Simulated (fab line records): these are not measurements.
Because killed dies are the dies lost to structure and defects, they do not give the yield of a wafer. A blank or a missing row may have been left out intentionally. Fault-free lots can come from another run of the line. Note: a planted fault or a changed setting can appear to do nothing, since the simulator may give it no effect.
Chamber matching / flow nandHarc / NHARC_P_M2_CMP_23 on cmp-01 has 4 sister chambers
The step polishes, t overpolish 20 s, target thk 144.3 nm. 8 wafers are shown with their chamber, then 9 later ones without.

EACH WAFER AND ITS CHAMBER
wafer=L076.6; chamber=3; motorCurrentA (A)=13.5; timeToEndpointS (s)=27.5
wafer=L080.6; chamber=0; motorCurrentA (A)=10.8; timeToEndpointS (s)=26.3
wafer=L079.4; chamber=0; motorCurrentA (A)=10.8; timeToEndpointS (s)=24.9
wafer=L088.2; chamber=3; motorCurrentA (A)=13.7; timeToEndpointS (s)=28.7
wafer=L088.5; chamber=2; motorCurrentA (A)=12.7; timeToEndpointS (s)=29.4
wafer=L089.1; chamber=1; motorCurrentA (A)=13.6; timeToEndpointS (s)=32.3
wafer=L089.4; chamber=2; motorCurrentA (A)=12.5; timeToEndpointS (s)=28.6
wafer=L089.5; chamber=1; motorCurrentA (A)=13.8; timeToEndpointS (s)=30.6

WAFERS WITH NO CHAMBER GIVEN
wafer=L090.1; motorCurrentA (A)=10.8; timeToEndpointS (s)=27.1
wafer=L090.2; motorCurrentA (A)=13.2; timeToEndpointS (s)=28.9
wafer=L090.5; motorCurrentA (A)=12.8; timeToEndpointS (s)=28.4
wafer=L093.3; motorCurrentA (A)=13.5; timeToEndpointS (s)=31.5
wafer=L093.5; motorCurrentA (A)=13.0; timeToEndpointS (s)=34.4
wafer=L093.6; motorCurrentA (A)=11.0; timeToEndpointS (s)=25.1
wafer=L092.3; motorCurrentA (A)=13.2; timeToEndpointS (s)=29.2
wafer=L092.4; motorCurrentA (A)=12.8; timeToEndpointS (s)=27.7
wafer=L092.6; motorCurrentA (A)=12.7; timeToEndpointS (s)=28.8

WHICH CHAMBER EACH WENT THROUGH
wafer=L090.1; from the rows above=0; in truth=0
wafer=L090.2; from the rows above=can't be placed: 3 or 2 or 1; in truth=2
wafer=L090.5; from the rows above=2; in truth=2
wafer=L093.3; from the rows above=1; in truth=1
wafer=L093.5; from the rows above=can't be placed: 1 or 2 or 3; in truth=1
wafer=L093.6; from the rows above=0; in truth=0
wafer=L092.3; from the rows above=can't be placed: 3 or 1 or 2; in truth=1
wafer=L092.4; from the rows above=2; in truth=2
wafer=L092.6; from the rows above=2; in truth=2
Correct placement for 6 of the 9. Not placeable from these rows: 3 (in 3, the candidates include the true chamber). Number placed wrongly: 0.
How it was worked out, from the rows above alone: a wafer's distance from a chamber is the root of the sum, over the readings, of the square of ((its reading less the chamber's mean) divided by the reading's scatter). The wafer belongs to the nearest chamber; if the next one is less than 2 further off, it can't be placed. A chamber's mean is the mean of its shown wafers. The scatter: take each reading less its chamber's mean, square it, sum over the shown wafers, divide by the number of wafers less the number of chambers, and take the root.
